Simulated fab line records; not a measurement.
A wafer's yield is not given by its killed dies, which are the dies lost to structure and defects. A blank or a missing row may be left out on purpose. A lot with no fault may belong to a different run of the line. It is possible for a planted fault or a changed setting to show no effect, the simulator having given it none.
fab line records ; flow n5_finfet
record: lots: 5; wafers: 15; last_day: 17
route steps=1938 shown SDB@370 DUMMY_REMOVAL@377 HKMG_FIN@385 PASSIVATION@1936
lots that met no fault: from a run of the same line without faults
start_h: hours from the record's opening day to when the first of the lot's shown wafers began ; wait_h: hours from the lot's prior step to this one ; " same as the row above ; L1.1+2: several wafers, shown together as one row ; - either no value or no given start ; * or withheld: withheld ; < > ~ a bound
route shown NAME@n: names a module that has steps shown in the file, with the first one's number in the route ; usual: the fault-free wafers' mean and standard deviation ; same: alike in all rows ; chamber/n: place in a boat ; sites: the reading at each site ; _std_site: standard deviation of those values ; _edge_site: mean of outer sites minus mean of inner sites ; radius_mm: how far each site lies from the wafer's centre ; mask NAME#n: copy n ; behind: the last tool/chamber to shape the wafer ; hold: why the lot was held/for how many hours/how that ended ; device: the n, p or np transistor that did not switch ; end of line: tests of these same wafers at the route's end ; a step given without rows: its recipe and nothing more ; killed: count of dies lost to structure and defects at first sort (not the wafer's yield) ; map: per-die view of a wafer (x killed, . not killed, _ where there is no die)
set.NAME: the setting as run; set.NAME@STEP: as run at that earlier step ; model.NAME: the simulator's own value behind a step, which no gauge read
lots at some steps of the route; a table a step, a row a wafer
== steps ==
step: N5_SDB_PRECLEAN_38
recipe: chemistry: dHF; time_s: 10; dilution: 750:1; temp_c: 25
step: N5_SDB_PRECLEAN_39
recipe: chemistry: O3/DIW; time_s: 45; temp_c: 22; o3_ppm: 10
step: N5_SDB_SRD_28
recipe: dry: ipa_marangoni; time_s: 30; temp_c: 23; rinse_liquid: diw
step: N5_SDB_ALD_29
recipe: material: SiNx; target_thk_a: 300; temp_c: 400; ald_precursor_family: SiH2I2; ald_co_reactant: N2/H2-plasma; pulse_time_s: 1; ald_cycles: 600; purge_time_s: 2; co_reactant_purge_time_s: 2; pressure_torr: 2
step: N5_SDB_CMP_30
recipe: stop_on: poly-Si; t_overpolish_s: 1.54; post_cmp_clean: alkaline_brush; down_force_psi: 4.1491; platen_rpm: 51.796; pad_velocity_m_s: 1.0306; target_thk_nm: 30
step: N5_DUMMY_REMOVAL_HM_STRIP_01
recipe: chemistry: CH3F/O2; material: SiNx; target_depth_a: 40; stop_on: poly-Si; time_s: 6.8; over_etch_frac: 0.3; ion_energy_ev: 60; power_w: 410; bias_w: 29; Ar_flow_sccm: 150; CH3F_flow_sccm: 30; O2_flow_sccm: 20
step: N5_DUMMY_REMOVAL_STRIP_10
recipe: chemistry: N2/H2; time_s: 40; power_w: 100; temp_c: 40; pressure_mtorr: 100; rf_frequency_hz: 6e+07; bias_power_w: 3; n2_flow_sccm: 300; h2_flow_sccm: 300
step: N5_DUMMY_REMOVAL_PRECLEAN_07
recipe: chemistry: dHF; time_s: 30; temp_c: 25; dilution: withheld
step: N5_DUMMY_REMOVAL_DUMMY_REMOVE_02
recipe: chemistry: TMAH; temp_c: 70; target: poly-Si; stop_on: SiO2; target_depth_nm: 142; conc_wt_pct: 5; time_s: 57; dry: ipa_marangoni; rinse_time_s: 30; rinse_temp_c: 23
step: N5_DUMMY_REMOVAL_PRECLEAN_08
recipe: chemistry: NF3:NH3; afs_cycles: 2; temp_c: 30; time_s: 20; sublimation_temp_c: 180; sublimation_time_s: 60; pressure_torr: 3; rf_power_w: 30
usual: afs_cycles: 2/0; pressure_torr: 3.001/0.0061; temp_c: 30.01/0.11
lot.wafer;tool;chamber;start_h;wait_h;afs_cycles;pressure_torr;temp_c;model.SiO2_of_DUMMY_GATE_ALD_02.thk_nm
L731.1;remote_plasma-02;0;113.84;0.0;-;-;-;2
L731.3;remote_plasma-02;0;113.84;0.0;-;-;-;2
L731.4;remote_plasma-02;0;113.84;0.0;-;-;-;2
L732.2;remote_plasma-02;0;120.68;0.1;-;-;-;2
L732.3;remote_plasma-02;0;120.68;0.1;-;-;-;2
L732.6;remote_plasma-02;0;120.68;0.1;-;-;-;2
L733.2;remote_plasma-01;0;133.99;0.1;-;-;-;2
L733.3;remote_plasma-01;0;133.99;0.1;-;-;-;2
L733.5;remote_plasma-01;0;133.99;0.1;-;-;-;2
L742.1;remote_plasma-02;0;183.92;0.0;2;2.992;30.12;0
L742.5;remote_plasma-02;0;183.92;0.0;2;2.996;30.05;0
L742.6;remote_plasma-02;0;183.92;0.0;2;2.997;29.97;0
L744.2;remote_plasma-01;0;192.36;0.1;2;3.000;30.05;0
L744.4;remote_plasma-01;0;192.36;0.1;2;3.007;30.05;0
L744.6;remote_plasma-01;0;192.36;0.1;2;3.007;30.15;0
step: N5_DUMMY_REMOVAL_PRECLEAN_04
recipe: chemistry: DHF; time_s: 37; temp_c: 25; dilution: 500:1
step: N5_DUMMY_REMOVAL_SRD_05
recipe: dry: ipa_marangoni; do_ppb: 5; time_s: 30; temp_c: 23; rinse_liquid: diw
step: N5_HKMG_FIN_IL_REGROW_00
recipe: material: SiO2; target_thk_a: 7.5; chemistry: O3; temp_c: withheld; time_s: 30
step: N5_HKMG_FIN_HK_ALD_01
recipe: material: HfO2; target_thk_a: 16; temp_c: withheld; ald_precursor_family: HfCl4; ald_co_reactant: H2O; pulse_time_s: 3; purge_time_s: 3; co_reactant_purge_time_s: 2.5; co_reactant_pulse_time_s: 0.3; ald_cycles: 30
step: N5_HKMG_FIN_HK_ANNEAL_02
recipe: temp_c: 700; time_s: 30; ambient: N2; idle_temp_c: 600; ramp_up_c_per_s: 150; ramp_down_c_per_s: 60; cool_to_c: 600
step: N5_HKMG_FIN_ALD_74
recipe: material: La2O3; target_thk_a: 5; temp_c: 250; ald_precursor_family: La-Cp; ald_co_reactant: O3; pulse_time_s: 6; co_reactant_pulse_time_s: 1; purge_time_s: 3; co_reactant_purge_time_s: 3
step: N5_HKMG_FIN_ALD_75
recipe: material: Al2O3; target_thk_a: 10; temp_c: 150; ald_precursor_family: TMA; ald_co_reactant: H2O; pulse_time_s: withheld; co_reactant_pulse_time_s: 1
step: N5_HKMG_FIN_COAT_41
recipe: resist: SOC; temp_c: 250; time_s: 60; spin_rpm: 1500; resist_thk_nm: 300
step: N5_HKMG_FIN_COAT_42
recipe: resist: SiARC; temp_c: 220; time_s: 60; spin_rpm: 1500; resist_thk_nm: 35
step: N5_HKMG_FIN_COAT_43
recipe: resist: CAR-ArF; spin_rpm: 1500; resist_thk_nm: 90
step: N5_HKMG_FIN_EBR_45
recipe: solvent: PGMEA; ebr_width_mm: 1.5
step: N5_HKMG_FIN_SOFTBAKE_44
recipe: temp_c: 110; time_s: 60; resist: CAR-ArF
step: N5_HKMG_FIN_EXPOSE_46
recipe: mask_id: NDIPOLE; na: 1.35; source_shape: conventional; sigma_outer: 0.8; polarization: unpolarized; dose_mj: 40
step: N5_HKMG_FIN_PEB_47
recipe: peb_temp_c: withheld; peb_time_s: 60; resist: CAR-ArF
step: N5_HKMG_FIN_DEVELOP_48
recipe: develop_time_s: 30; developer: TMAH; resist: CAR-ArF; rinse_liquid: diw; dry: air_spin; dev_temp_c: 23
step: N5_HKMG_FIN_DESCUM_53
recipe: chemistry: O2; time_s: 7.9; source_power_w: 50; bias_power_w: 20; pressure_mtorr: 20; rf_frequency_hz: 2.712e+07; temp_c: 40; resist: CAR-ArF; o2_flow_sccm: 225
step: N5_HKMG_FIN_ETCH_54
recipe: chemistry: CF4; target: SiARC; target_depth_a: 455; mask_material: CAR-ArF; time_s: 75.8; ion_energy_ev: 80; pressure_mtorr: 40; source_w: 545; bias_w: 36; Ar_flow_sccm: 100; cf4_flow_sccm: 100; ends: cleared
step: N5_HKMG_FIN_ETCH_55
recipe: chemistry: N2/H2; target: SOC; target_depth_a: 2400; temp_c: 40; time_s: 300; ion_energy_ev: 200; mask_material: SiARC; pressure_mtorr: 30; source_w: 840; bias_w: 150; n2_flow_sccm: 200; h2_flow_sccm: 200
step: N5_HKMG_FIN_STRIP_56
recipe: chemistry: N2/H2; temp_c: 40; n2_flow_sccm: 200; h2_flow_sccm: 200; rf_frequency_hz: 6e+07
step: N5_HKMG_FIN_STRIP_57
recipe: chemistry: CF4; resist: SiARC; power_w: 300; bias_power_w: 75; pressure_mtorr: 50; cf4_flow_sccm: 150; rf_frequency_hz: 6e+07
step: N5_HKMG_FIN_ETCH_58
recipe: chemistry: N2/H2; target: SOC; target_depth_a: 2158; ion_energy_ev: 50; bias_w: 13; time_s: 741; pressure_mtorr: 30; source_w: 875; n2_flow_sccm: 200; h2_flow_sccm: 200
step: N5_HKMG_FIN_STRIP_93
recipe: chemistry: N2/H2; material: SOC; time_s: 20; power_w: 500; temp_c: 40; pressure_mtorr: 50; rf_frequency_hz: 6e+07; bias_power_w: 8; h2_frac: 0.5; n2_flow_sccm: 300; h2_flow_sccm: 300
step: N5_HKMG_FIN_WET_ETCH_76
recipe: chemistry: dNH4OH; mix: 1:50; temp_c: 25; target: Al2O3; stop_on: La2O3; target_depth_nm: 2.25; dry: ipa_marangoni; rinse_time_s: 30; rinse_temp_c: 23
step: N5_HKMG_FIN_STRIP_60
recipe: chemistry: N2/H2; power_w: 2500; temp_c: 300; h2_frac: 0.65; time_s: 360; pressure_mtorr: withheld; n2_flow_sccm: 1750; h2_flow_sccm: 3250
step: N5_HKMG_FIN_WET_ETCH_77
recipe: chemistry: dHCl; mix: 1:10000; temp_c: 25; target: La2O3; stop_on: HfO2; target_depth_nm: 2
step: N5_HKMG_FIN_WET_ETCH_78
recipe: chemistry: dNH4OH; mix: 1:50; temp_c: 25; target: Al2O3; stop_on: La2O3; target_depth_nm: 4.5; dry: ipa_marangoni; rinse_time_s: 30; rinse_temp_c: 23
step: N5_PASSIVATION_PROBE_49
usual: defect_limited_yield: 91.4/1.5; killed_at_M0_to_M3: 32/9.8; killed_at_M4_up: 15/5.6; killed_at_contacts: 12/5.4; killed_at_front_end: 40/13; killed_at_other: 3.0/2.1; killed_dies: 102/17; killed_open: 67/13; killed_short: 32/7.1; sort_bin_5_function: 5.1/0.96; sort_bin_6_memory: 3.2/0.7; sort_bin_8_speed: 0.0/0.3; sort_n_pass: 1078/18; sort_yield_pct: 91.3/1.5
same: gross_dies: 1180; killed_at_back_side: 0; sort_bin_4_leakage[%]: 0
lot.wafer;tool;chamber;start_h;wait_h;defect_limited_yield[%];killed_at_M0_to_M3;killed_at_M4_up;killed_at_contacts;killed_at_front_end;killed_at_other;killed_dies;killed_open;killed_short;sort_bin_5_function[%];sort_bin_6_memory[%];sort_bin_8_speed[%];sort_n_pass;sort_yield_pct[%]
L731.1;prober-01;-;315.24;0.0;92.8;22;23;8;27;5;85;56;27;4.4;2.5;92.8;0;0
L731.3;prober-01;-;315.34;0.1;93.1;32;14;17;15;3;81;51;30;4.0;2.7;93.1;0;0
L731.4;prober-01;-;315.39;0.2;93.4;28;14;14;21;1;78;47;29;3.7;2.6;93.4;0;0
L732.2;prober-02;-;322.30;0.1;93.5;23;11;4;36;3;77;48;27;4.3;1.9;93.5;0;0
L732.3;prober-02;-;322.35;0.1;93.6;16;19;8;28;5;76;53;22;3.3;2.9;93.6;0;0
L732.6;prober-02;-;322.50;0.3;94.8;18;15;5;23;0;61;41;19;2.8;2.1;94.8;0;0
L733.2;prober-01;-;331.85;0.1;91.7;12;24;21;34;7;98;63;35;5.2;3.0;91.7;0;0
L733.3;prober-01;-;331.90;0.1;91.3;28;12;12;50;1;103;75;28;5.3;3.4;91.3;0;0
L733.5;prober-01;-;332.00;0.2;90.2;32;19;20;41;4;116;84;32;5.6;3.8;90.2;0;0
L742.1;prober-01;-;370.25;0.0;90.7;47;8;6;47;2;110;72;31;5.5;3.2;0;1070;90.7
L742.5;prober-01;-;370.45;0.2;90.6;28;12;10;54;7;111;72;23;5.0;3.5;0;1069;90.6
L742.6;prober-01;-;370.50;0.3;92.3;29;14;6;38;4;91;50;36;4.0;3.3;0;1089;92.3
killed by level:class
L731.1 BEOL_M4:geometric_particle:open=9 MOL_CONTACT_COAG:geometric_particle:open=8 ILD0:geometric_particle:short=6 BEOL_M0_SAQP:geometric_particle:open=6 BEOL_M5:geometric_particle:open=5 ILD0:geometric_particle:open=4 BEOL_M3:geometric_particle:open=4 STARTING-WAFER:geometric_particle:short=4
L731.3 MOL_CONTACT_COAG:geometric_particle:open=12 BEOL_M2:geometric_particle:open=10 BEOL_M0_SAQP:geometric_particle:short=9 BEOL_M0_SAQP:geometric_particle:open=6 BEOL_M4:geometric_particle:open=6 MOL_CONTACT_COAG:geometric_particle:short=5 FIN_SAQP:geometric_particle:short=3 PASS1_CAP:geometric_particle:short=3
L731.4 MOL_CONTACT_COAG:geometric_particle:open=10 BEOL_M1:geometric_particle:open=8 BEOL_M0_SAQP:geometric_particle:short=7 STI_FIN_REVEAL:geometric_particle:open=6 BEOL_M4:geometric_particle:open=5 MOL_CONTACT_COAG:geometric_particle:short=4 BEOL_M2:geometric_particle:open=4 BEOL_M2:geometric_particle:short=4
L732.2 GATE_CUT:geometric_particle:short=9 BEOL_M1:geometric_particle:open=8 FIN_SAQP:geometric_particle:short=7 GATE_CUT:geometric_particle:open=5 BEOL_M2:geometric_particle:open=4 BEOL_M5:geometric_particle:open=4 STI_FIN_REVEAL:geometric_particle:open=3 DUMMY_GATE:geometric_particle:open=3
L732.3 BEOL_M4:geometric_particle:open=9 STI_FIN_REVEAL:geometric_particle:open=6 MOL_CONTACT_COAG:geometric_particle:open=6 STARTING-WAFER:geometric_particle:open=5 DUMMY_GATE:geometric_particle:open=4 BEOL_M0_SAQP:geometric_particle:open=4 BEOL_M0_SAQP:geometric_particle:short=4 FIN_SAQP:geometric_particle:open=3
L732.6 GATE_CUT:geometric_particle:short=7 BEOL_M4:geometric_particle:open=5 BEOL_M2:geometric_particle:open=5 STI_FIN_REVEAL:geometric_particle:open=4 MOL_CONTACT_COAG:geometric_particle:open=4 BEOL_M1:geometric_particle:open=4 BEOL_M6:geometric_particle:open=4 DUMMY_GATE:geometric_particle:open=3
L733.2 MOL_CONTACT_COAG:geometric_particle:open=18 BEOL_M4:geometric_particle:open=11 FIN_SAQP:geometric_particle:short=6 FIN_SAQP:geometric_particle:open=6 BEOL_M0_SAQP:geometric_particle:short=5 STI_FIN_REVEAL:geometric_particle:open=4 STI_FIN_REVEAL:geometric_particle:short=4 MOL_CONTACT_COAG:geometric_particle:short=3
L733.3 FIN_SAQP:geometric_particle:open=16 STI_FIN_REVEAL:geometric_particle:open=12 MOL_CONTACT_COAG:geometric_particle:open=9 BEOL_M0_SAQP:geometric_particle:open=8 FIN_SAQP:geometric_particle:short=7 BEOL_M4:geometric_particle:open=7 BEOL_M0_SAQP:geometric_particle:short=6 BEOL_M2:geometric_particle:open=5
L733.5 MOL_CONTACT_COAG:geometric_particle:open=15 STI_FIN_REVEAL:geometric_particle:open=11 BEOL_M4:geometric_particle:open=11 STARTING-WAFER:geometric_particle:open=10 BEOL_M0_SAQP:geometric_particle:short=9 BEOL_M2:geometric_particle:open=7 BEOL_M0_SAQP:geometric_particle:open=6 MOL_CONTACT_COAG:geometric_particle:short=5
L742.1 BEOL_M2:geometric_particle:open=19 FIN_SAQP:geometric_particle:open=8 STI_FIN_REVEAL:geometric_particle:open=8 FIN_SAQP:geometric_particle:short=7 BEOL_M0_SAQP:geometric_particle:short=6 HKMG_FIN:area_etch=6 MOL_CONTACT_COAG:geometric_particle:open=5 BEOL_M0_SAQP:geometric_particle:open=5
L742.5 BEOL_M2:geometric_particle:open=11 STI_FIN_REVEAL:geometric_particle:open=10 MOL_CONTACT_COAG:geometric_particle:open=7 FIN_SAQP:geometric_particle:open=6 HKMG_FIN:area_etch=6 DUMMY_GATE:geometric_particle:open=5 GATE_CUT:geometric_particle:short=5 GATE_CUT:geometric_particle:open=5
L742.6 BEOL_M2:geometric_particle:open=9 BEOL_M3:geometric_particle:open=9 FIN_SAQP:geometric_particle:short=5 FIN_SAQP:geometric_particle:open=4 ILD0:geometric_particle:open=4 BEOL_M0_SAQP:geometric_particle:short=4 DUMMY_GATE:geometric_particle:open=3 ILD0:geometric_particle:short=3
map L731.1 (x killed, . not)
_________________............________________
______________...........x......_____________
___________..................x.....__________
__________...........x......x......._________
________..........x.....x............._______
_______.x...........................x..______
______.......................x...x..x..._____
_____........xx..........................____
____......................................___
___..x.....................................__
___......................xx................__
__....x......xx............................._
__x.....x......x.........x..............x..._
_...................x.........xx...........x.
_x........x.............x......x.............
_.............................x..........xxx.
_...........x.....................x...x...x..
_.......................................x....
_....x..x............x.......................
_x.........x..........x............x.........
_.x...x.x....................x.....xx........
__x.............................x..........._
__.....................x...................._
___......x.............x.........x....x....__
___.................x.x.......x............__
____.....x....x....................x....x.___
_____...............................x...x____
______........x......x...............x.._____
_______...........x..................xx______
________.........x...................._______
__________....xx.....x............x._________
___________..x....x.......x........__________
______________........x........._____________
_________________............________________
map L732.2 (x killed, . not)
_________________...........x________________
______________.......x....x....._____________
___________........................__________
__________........x....xx..........._________
________.............................._______
_______..................x......x......______
______..........x....................xx._____
_____.............x.x....................____
____.....................x.......x........___
___..................x.........x...........__
___.........x...............x..x.x..xx.....__
__.......................x.......x.........._
__.......x.....................x....x......._
_...x...x............................x.x.....
_.xx.....x..............................x.x..
_........x.x.........x...................x...
_...............x............................
_.................x..........x.........x.....
_.x...............x.x...x....................
_............................................
_........x..............x...x................
__..................................x.....x._
__...........x.............................._
___...................x..x...........xx....__
___.........................xx.............__
____....................................x.___
_____...................x..........x.....____
______.........xx...................x..._____
_______.......x.x..........x...x.......______
________....xx......................x._______
__________..........x..............._________
___________................x.......__________
______________.................._____________
_________________x...........________________
== key ==
first_sign: step: N5_DUMMY_REMOVAL_PRECLEAN_08; reading: tool_record; direction: missing
effect: step: N5_PASSIVATION_PROBE_49; reading: sort_bin_8_speed; direction: up; sigmas: 99+; usual: 0.0; struck: 92.7
model_effect: step: N5_DUMMY_REMOVAL_PRECLEAN_08; value: SiO2_of_DUMMY_GATE_ALD_02.thk_nm; without: 0; struck: 2
met_at N5_DUMMY_REMOVAL_PRECLEAN_08
struck_wafers L731.1,L731.3,L731.4,L732.2,L732.3,L732.6,L733.2,L733.3,L733.5
fault: kind: skipped_step_whole; tool: remote_plasma-01,remote_plasma-02; chamber: -; onset_h: 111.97; steps: N5_DUMMY_REMOVAL_PRECLEAN_08; scope: struck_lots_only
